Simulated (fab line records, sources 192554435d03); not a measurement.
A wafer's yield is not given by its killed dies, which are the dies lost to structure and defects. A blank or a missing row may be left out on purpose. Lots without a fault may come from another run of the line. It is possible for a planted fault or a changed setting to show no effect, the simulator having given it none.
The tool behind it: which one?	flow n5 finfet	22 lots with 66 wafers sampled at 6 steps, on a route of 1938 steps

WHAT EACH GAUGE READ, for each wafer
The record lacks any reading of a measuring or inspecting step that a usual standard deviation could be used to judge.

TOOL THAT RAN EACH LOT (tool first, then ch and the chambers of the sampled wafers, then the start)
lot	N5_BEOL_M12_DEP_53	N5_BEOL_M13_ETCH_59	N5_BEOL_M13_VIA_ETCH_16	N5_BEOL_M13_TRENCH_ETCH_34	N5_BEOL_M13_SPUTTER_43	N5_BEOL_M14_DESCUM_15
L075	pecvd-03 ch 1,2, day 11 05:23	rie diel-03 ch 2,3, day 11 06:27	rie diel-03 ch 2,3, day 11 06:30	rie diel-01 ch 1,3, day 11 08:22	pvd sputter-02, day 11 11:26	rie diel-04 ch 0,1, day 11 15:41
L074	pecvd-03 ch 0,2, day 11 05:26	rie diel-03 ch 2,3, day 11 06:09	rie diel-03 ch 2,3, day 11 06:12	rie diel-06 ch 2,3, day 11 08:05	pvd sputter-02, day 11 10:58	rie diel-02 ch 1,2,3, day 11 14:12
L077	pecvd-01 ch 0,2, day 11 07:59	rie diel-06 ch 0,2, day 11 08:43	rie diel-06 ch 0,2, day 11 08:46	rie diel-03 ch 2,3, day 11 10:10	pvd sputter-03, day 11 11:35	rie diel-02 ch 0,3, day 11 15:19
L078	pecvd-03 ch 1,2, day 11 22:32	rie diel-06 ch 0,1,2, day 11 23:14	rie diel-06 ch 0,1,2, day 11 23:18	rie diel-06 ch 0,1, day 12 00:34	pvd sputter-02, day 12 03:53	rie diel-04 ch 0,2,3, day 12 05:58
L079	pecvd-03 ch 0,1, day 12 05:31	rie diel-03 ch 0,3, day 12 06:16	rie diel-03 ch 0,3, day 12 06:19	rie diel-06 ch 2,3, day 12 07:43	pvd sputter-03, day 12 10:39	rie diel-05 ch 2,3, day 12 12:28
L080	pecvd-01 ch 0,2, day 12 13:01	rie diel-06 ch 0,2,3, day 12 13:43	rie diel-06 ch 0,2,3, day 12 13:46	rie diel-03 ch 0,1,2, day 12 15:17	pvd sputter-03, day 12 17:03	rie diel-05 ch 0,1, day 12 18:52
L082	pecvd-01 ch 0,1,2, day 13 11:20	rie diel-01 ch 0,1,3, day 13 12:02	rie diel-01 ch 0,1,3, day 13 12:05	rie diel-06 ch 0,1,2, day 13 13:24	pvd sputter-01, day 13 15:38	rie diel-02 ch 0,1,3, day 13 17:48
L081	pecvd-03 ch 1,2, day 13 11:25	rie diel-06 ch 0,1,3, day 13 12:15	rie diel-06 ch 0,1,3, day 13 12:18	rie diel-03 ch 0,1, day 13 13:41	pvd sputter-01, day 13 16:10	rie diel-05 ch 0,2, day 13 18:38
L085	pecvd-02 ch 0,1,2, day 13 13:07	rie diel-06 ch 1,2,3, day 13 14:01	rie diel-06 ch 1,2,3, day 13 14:04	rie diel-06 ch 1,2, day 13 15:46	pvd sputter-03, day 13 16:41	rie diel-02 ch 1,2, day 13 18:53
L083	pecvd-01 ch 0,2, day 13 14:10	rie diel-06 ch 1,3, day 13 15:05	rie diel-06 ch 1,3, day 13 15:08	rie diel-06 ch 0,1,3, day 13 16:47	pvd sputter-03, day 13 18:29	rie diel-05 ch 0,1,2, day 13 20:40
L084	pecvd-02 ch 1,2, day 13 15:30	rie diel-01 ch 1,3, day 13 16:26	rie diel-01 ch 1,3, day 13 16:29	rie diel-06 ch 0,1,3, day 13 17:56	pvd sputter-01, day 13 18:42	rie diel-05 ch 0,1,2, day 13 21:01
L087	pecvd-03 ch 0,1,2, day 14 09:37	rie diel-06 ch 2,3, day 14 10:19	rie diel-06 ch 2,3, day 14 10:22	rie diel-03 ch 0,2, day 14 11:46	pvd sputter-01, day 14 14:11	rie diel-02 ch 0,1, day 14 16:31
L088	pecvd-03 ch 0,2, day 14 15:32	rie diel-01 ch 0,2,3, day 14 16:14	rie diel-01 ch 0,2,3, day 14 16:17	rie diel-06 ch 0,3, day 14 17:42	pvd sputter-03, day 14 20:28	rie diel-05 ch 0,1,3, day 14 22:31
L086	pecvd-01 ch 0,1, day 14 15:49	rie diel-01 ch 1,2,3, day 14 16:38	rie diel-01 ch 1,2,3, day 14 16:41	rie diel-03 ch 0,1,3, day 14 18:23	pvd sputter-02, day 14 21:41	rie diel-05 ch 0,2,3, day 14 23:37
L089	pecvd-01 ch 0,1, day 15 10:45	rie diel-03 ch 2,3, day 15 11:35	rie diel-03 ch 2,3, day 15 11:38	rie diel-03 ch 0,1, day 15 13:11	pvd sputter-01, day 15 16:44	rie diel-05 ch 1,2, day 15 18:33
L093	pecvd-01 ch 0,1,2, day 15 11:50	rie diel-06 ch 0,1,3, day 15 12:36	rie diel-06 ch 0,1,3, day 15 12:40	rie diel-03 ch 0,2,3, day 15 13:55	pvd sputter-02, day 15 16:55	rie diel-02 ch 2,3, day 15 18:46
L091	pecvd-03 ch 0,1,2, day 15 14:35	rie diel-06 ch 0,2,3, day 15 15:25	rie diel-06 ch 0,2,3, day 15 15:29	rie diel-01 ch 1,2, day 15 16:44	pvd sputter-02, day 15 17:22	rie diel-02 ch 2,3, day 15 19:10
L092	pecvd-02 ch 0,1,2, day 15 17:46	rie diel-03 ch 0,2,3, day 15 18:29	rie diel-03 ch 0,2,3, day 15 18:32	rie diel-01 ch 0,1,3, day 15 19:48	pvd sputter-03, day 15 21:32	rie diel-05 ch 0,1,2, day 15 23:41
L095	pecvd-03 ch 1,2, day 16 19:41	rie diel-03 ch 0,2,3, day 16 20:23	rie diel-03 ch 0,2,3, day 16 20:27	rie diel-03 ch 0,1, day 16 21:43	pvd sputter-01, day 17 04:46	rie diel-05 ch 0,3, day 17 06:43
L094	pecvd-03 ch 0,1, day 17 03:10	rie diel-03 ch 0,1,2, day 17 04:01	rie diel-03 ch 0,1,2, day 17 04:05	rie diel-03 ch 0,3, day 17 05:32	pvd sputter-03, day 17 08:23	rie diel-05 ch 2,3, day 17 10:44
L097	pecvd-01 ch 0,2, day 17 03:49	rie diel-03 ch 0,1,3, day 17 04:52	rie diel-03 ch 0,1,3, day 17 04:55	rie diel-06 ch 1,3, day 17 06:16	pvd sputter-03, day 17 10:43	rie diel-02 ch 2,3, day 17 12:32
L096	pecvd-03 ch 1,2, day 17 14:53	rie diel-06 ch 0,1,2, day 17 16:05	rie diel-06 ch 0,1,2, day 17 16:08	rie diel-06 ch 0,1,3, day 17 17:23	pvd sputter-01, day 17 19:37	rie diel-02 ch 0,1,3, day 17 21:34
- N5_BEOL_M12_DEP_53: deposits SiCN from 3MS/NH3, target thk 30 nm, time 10.5 s.
- N5_BEOL_M13_ETCH_59: etches BARC in N2/H2, target depth 89 nm, overetch 26.7 nm, time 67.9 s.
- N5_BEOL_M13_VIA_ETCH_16: etches SiOC in C4F8/O2/Ar, target depth 921.7 nm.
- N5_BEOL_M13_TRENCH_ETCH_34: etches SiOC in C4F8/O2/Ar, target depth 413.47 nm, time 162.6 s.
- N5_BEOL_M13_SPUTTER_43: material TaN, target thk 15 nm, time 24.19 s.
- N5_BEOL_M14_DESCUM_15: chemistry O2, time 7.9 s.

AS READ BY THE TOOLS THEMSELVES (means over the sampled wafers that have a number; for cases with no such wafer, the mark the record gives instead)
N5_BEOL_M12_DEP_53. Usual: showerhead plenum p Torr 4.152 Torr, standard deviation 0.017; throttle valve pct 17.9 %, standard deviation 0.67.
lot	tool	showerhead plenum p Torr (Torr)	throttle valve pct (%)	flag
L075	pecvd-03	4.149	17.4	
L074	pecvd-03	4.158	17.1	
L077	pecvd-01	4.153	18.1	
L078	pecvd-03	4.142	17.9	
L079	pecvd-03	4.133	17.8	
L080	pecvd-01	4.161	18.3	
L082	pecvd-01	4.164	18.0	
L081	pecvd-03	4.157	17.3	
L085	pecvd-02	4.165	18.4	
L083	pecvd-01	4.157	18.2	
L084	pecvd-02	4.161	17.8	
L087	pecvd-03	4.143	17.6	
L088	pecvd-03	4.147	17.5	
L086	pecvd-01	4.160	17.9	
L089	pecvd-01	4.165	17.6	
L093	pecvd-01	4.165	18.0	
L091	pecvd-03	4.147	17.6	
L092	pecvd-02	4.158	18.6	
L095	pecvd-03	4.148	17.3	
L094	pecvd-03	4.134	17.8	
L097	pecvd-01	4.158	18.2	
L096	pecvd-03	4.140	17.9	

N5_BEOL_M13_ETCH_59. Usual: drypump motor current A 5.7 A, standard deviation 0.57; oes product au 0.69 a.u., standard deviation 0.07; rf vpp V 523.8 V, standard deviation 2.3; showerhead plenum p Torr 2.54 Torr, standard deviation 0.08; throttle valve pct 17.80 %, standard deviation 0.21.
lot	tool	drypump motor current A (A)	oes product au (a.u.)	rf vpp V (V)	showerhead plenum p Torr (Torr)	throttle valve pct (%)	flag
L075	rie diel-03	5.8	0.67	525.7	2.58	17.94	
L074	rie diel-03	5.8	0.66	524.8	2.58	17.95	
L077	rie diel-06	5.8	0.67	521.4	2.43	17.83	
L078	rie diel-06	5.4	0.66	521.4	2.46	17.77	
L079	rie diel-03	5.8	0.65	525.4	2.62	17.98	
L080	rie diel-06	5.6	0.67	522.1	2.51	17.77	
L082	rie diel-01	5.3	0.61	523.6	2.52	18.09	
L081	rie diel-06	5.7	0.63	523.8	2.51	17.87	
L085	rie diel-06	5.3	0.66	523.7	2.54	17.71	
L083	rie diel-06	5.5	0.63	525.4	2.59	17.79	
L084	rie diel-01	5.2	0.60	523.6	2.55	18.00	
L087	rie diel-06	5.2	0.69	523.6	2.53	17.62	
L088	rie diel-01	5.7	0.63	521.3	2.50	18.10	
L086	rie diel-01	5.6	0.61	523.1	2.52	18.00	
L089	rie diel-03	5.8	0.78	524.6	2.57	17.73	
L093	rie diel-06	5.7	0.69	523.7	2.51	17.76	
L091	rie diel-06	5.7	0.66	523.2	2.50	17.80	
L092	rie diel-03	6.2	0.76	525.3	2.56	17.71	
L095	rie diel-03	6.2	0.75	524.6	2.56	17.70	
L094	rie diel-03	6.3	0.73	524.4	2.55	17.71	
L097	rie diel-03	5.9	0.74	525.3	2.59	17.76	
L096	rie diel-06	5.4	0.70	521.7	2.45	17.69	

N5_BEOL_M13_VIA_ETCH_16. Usual: O2_flow_sccm 8.002 sccm, standard deviation 0.024; drypump motor current A 5.7 A, standard deviation 0.58; oes product au 0.73 a.u., standard deviation 0.079; rf vpp V 665.3 V, standard deviation 2.8; showerhead plenum p Torr 3.41 Torr, standard deviation 0.091; throttle valve pct 24.11 %, standard deviation 0.24.
lot	tool	O2_flow_sccm (sccm)	drypump motor current A (A)	oes product au (a.u.)	rf vpp V (V)	showerhead plenum p Torr (Torr)	throttle valve pct (%)	flag
L075	rie diel-03	7.999	5.8	0.71	666.7	3.46	24.29	
L074	rie diel-03	7.980	5.8	0.70	666.5	3.46	24.28	
L077	rie diel-06	7.990	5.8	0.71	663.1	3.29	24.19	
L078	rie diel-06	8.023	5.5	0.70	663.5	3.33	24.12	
L079	rie diel-03	7.981	5.8	0.70	667.2	3.48	24.16	
L080	rie diel-06	7.981	5.7	0.71	664.7	3.39	24.10	
L082	rie diel-01	7.991	5.3	0.64	664.3	3.38	24.33	
L081	rie diel-06	8.001	5.7	0.65	664.6	3.39	24.23	
L085	rie diel-06	8.025	5.3	0.70	665.5	3.42	24.02	
L083	rie diel-06	8.012	5.5	0.67	668.1	3.48	24.13	
L084	rie diel-01	8.009	5.2	0.63	665.6	3.41	24.18	
L087	rie diel-06	8.000	5.2	0.74	664.6	3.40	23.90	
L088	rie diel-01	8.038	5.7	0.66	664.0	3.37	24.44	
L086	rie diel-01	7.986	5.6	0.65	665.2	3.40	24.29	
L089	rie diel-03	7.992	5.8	0.83	665.2	3.44	24.13	
L093	rie diel-06	7.984	5.7	0.74	664.9	3.38	24.16	
L091	rie diel-06	8.011	5.6	0.69	663.1	3.37	24.11	
L092	rie diel-03	7.979	6.2	0.81	666.3	3.43	24.04	
L095	rie diel-03	7.991	6.2	0.81	666.0	3.43	24.03	
L094	rie diel-03	8.004	6.2	0.77	666.5	3.42	24.00	
L097	rie diel-03	7.990	5.9	0.79	666.6	3.46	23.97	
L096	rie diel-06	8.001	5.4	0.74	662.3	3.30	24.06	

N5_BEOL_M13_TRENCH_ETCH_34. Usual: O2_flow_sccm 7.999 sccm, standard deviation 0.025; drypump motor current A 5.8 A, standard deviation 0.59; oes product au 0.82 a.u., standard deviation 0.089; rf vpp V 665.4 V, standard deviation 2.9; showerhead plenum p Torr 3.41 Torr, standard deviation 0.087; throttle valve pct 24.09 %, standard deviation 0.22.
lot	tool	O2_flow_sccm (sccm)	drypump motor current A (A)	oes product au (a.u.)	rf vpp V (V)	showerhead plenum p Torr (Torr)	throttle valve pct (%)	flag
L075	rie diel-01	8.007	5.6	0.71	663.2	3.34	24.23	
L074	rie diel-06	7.987	5.2	0.85	665.8	3.41	23.87	
L077	rie diel-03	8.026	6.2	0.87	665.3	3.41	24.21	
L078	rie diel-06	7.989	5.9	0.72	661.4	3.30	24.34	
L079	rie diel-06	8.002	5.5	0.80	667.6	3.48	23.98	
L080	rie diel-03	8.038	6.3	0.91	666.0	3.43	23.95	
L082	rie diel-06	7.988	5.4	0.75	662.5	3.32	24.13	
L081	rie diel-03	8.004	6.2	0.90	667.2	3.46	23.82	
L085	rie diel-06	7.984	5.0	0.80	663.0	3.34	23.92	
L083	rie diel-06	7.978	5.7	0.73	664.2	3.39	24.24	
L084	rie diel-06	7.975	5.7	0.73	664.9	3.39	24.24	
L087	rie diel-03	8.004	6.6	0.90	664.6	3.39	24.06	
L088	rie diel-06	8.010	6.1	0.73	663.7	3.35	24.33	
L086	rie diel-03	7.985	5.9	0.91	667.6	3.47	23.95	
L089	rie diel-03	7.998	6.0	0.86	667.0	3.45	23.91	
L093	rie diel-03	8.000	6.2	0.90	667.5	3.43	24.03	
L091	rie diel-01	7.970	5.3	0.70	668.3	3.47	24.24	
L092	rie diel-01	7.977	5.3	0.70	665.0	3.37	24.35	
L095	rie diel-03	8.009	6.0	0.86	666.2	3.45	23.91	
L094	rie diel-03	8.006	6.1	0.89	667.1	3.46	23.91	
L097	rie diel-06	7.995	5.3	0.87	665.4	3.41	23.98	
L096	rie diel-06	8.009	5.7	0.79	664.4	3.37	24.17	

N5_BEOL_M13_SPUTTER_43. Usual: throttle valve pct 30.1 %, standard deviation 0.75.
lot	tool	throttle valve pct (%)	flag
L075	pvd sputter-02	30.5	
L074	pvd sputter-02	30.3	
L077	pvd sputter-03	29.8	
L078	pvd sputter-02	29.8	
L079	pvd sputter-03	30.2	
L080	pvd sputter-03	29.5	
L082	pvd sputter-01	30.4	
L081	pvd sputter-01	30.3	
L085	pvd sputter-03	29.0	
L083	pvd sputter-03	29.5	
L084	pvd sputter-01	30.4	
L087	pvd sputter-01	30.7	
L088	pvd sputter-03	29.6	
L086	pvd sputter-02	30.3	
L089	pvd sputter-01	30.1	
L093	pvd sputter-02	30.4	
L091	pvd sputter-02	30.3	
L092	pvd sputter-03	29.3	
L095	pvd sputter-01	30.9	
L094	pvd sputter-03	29.9	
L097	pvd sputter-03	30.0	
L096	pvd sputter-01	30.3	

N5_BEOL_M14_DESCUM_15. Usual: drypump motor current A 5.8 A, standard deviation 0.43; oes product au 0.82 a.u., standard deviation 0.066; rf vpp V 243.3 V, standard deviation 1.4; showerhead plenum p Torr 2.10 Torr, standard deviation 0.073; throttle valve pct 20.31 %, standard deviation 0.15.
lot	tool	drypump motor current A (A)	oes product au (a.u.)	rf vpp V (V)	showerhead plenum p Torr (Torr)	throttle valve pct (%)	flag
L075	rie diel-04	5.3	0.86	243.0	2.09	20.13	
L074	rie diel-02	5.7	0.83	243.4	2.14	20.21	
L077	rie diel-02	5.7	0.81	243.1	2.07	20.17	
L078	rie diel-04	5.8	0.85	242.0	2.07	20.19	
L079	rie diel-05	6.1	0.92	244.2	2.16	20.35	
L080	rie diel-05	5.7	0.83	242.6	2.03	20.36	
L082	rie diel-02	5.6	0.78	242.6	2.07	20.27	
L081	rie diel-05	6.0	0.87	243.1	2.06	20.33	
L085	rie diel-02	5.9	0.79	244.3	2.16	20.30	
L083	rie diel-05	6.0	0.85	242.4	2.06	20.41	
L084	rie diel-05	5.9	0.85	242.0	2.06	20.40	
L087	rie diel-02	5.4	0.76	243.6	2.06	20.37	
L088	rie diel-05	5.5	0.80	242.5	2.08	20.39	
L086	rie diel-05	5.8	0.85	243.1	2.12	20.36	
L089	rie diel-05	5.9	0.82	242.5	2.06	20.48	
L093	rie diel-02	6.0	0.77	244.2	2.16	20.26	
L091	rie diel-02	5.9	0.80	244.0	2.14	20.17	
L092	rie diel-05	6.0	0.83	242.5	2.06	20.43	
L095	rie diel-05	5.6	0.80	242.4	2.07	20.36	
L094	rie diel-05	6.1	0.86	244.2	2.15	20.40	
L097	rie diel-02	6.0	0.76	243.4	2.16	20.28	
L096	rie diel-02	5.6	0.85	244.3	2.15	20.18	

THE ANSWER, worked out from the rows above alone
Rule: take the mean of a lot's wafers that have a number; if it is more than 3 standard deviations from the usual mean, the lot is off. A lot without any number at a reading at which 4 lots or more have one is off too. All remaining lots with rows at the step are treated as sound. First the gauges in route order, then the tools' own readings, where a lot's mean is used as printed above. At the first step where some lot is off, the reading lying furthest off is the one used; lots without a number count as furthest.
None of the lots is off at any reading shown; this tells nothing.

WHAT WAS PUT IN BY THE SIMULATOR
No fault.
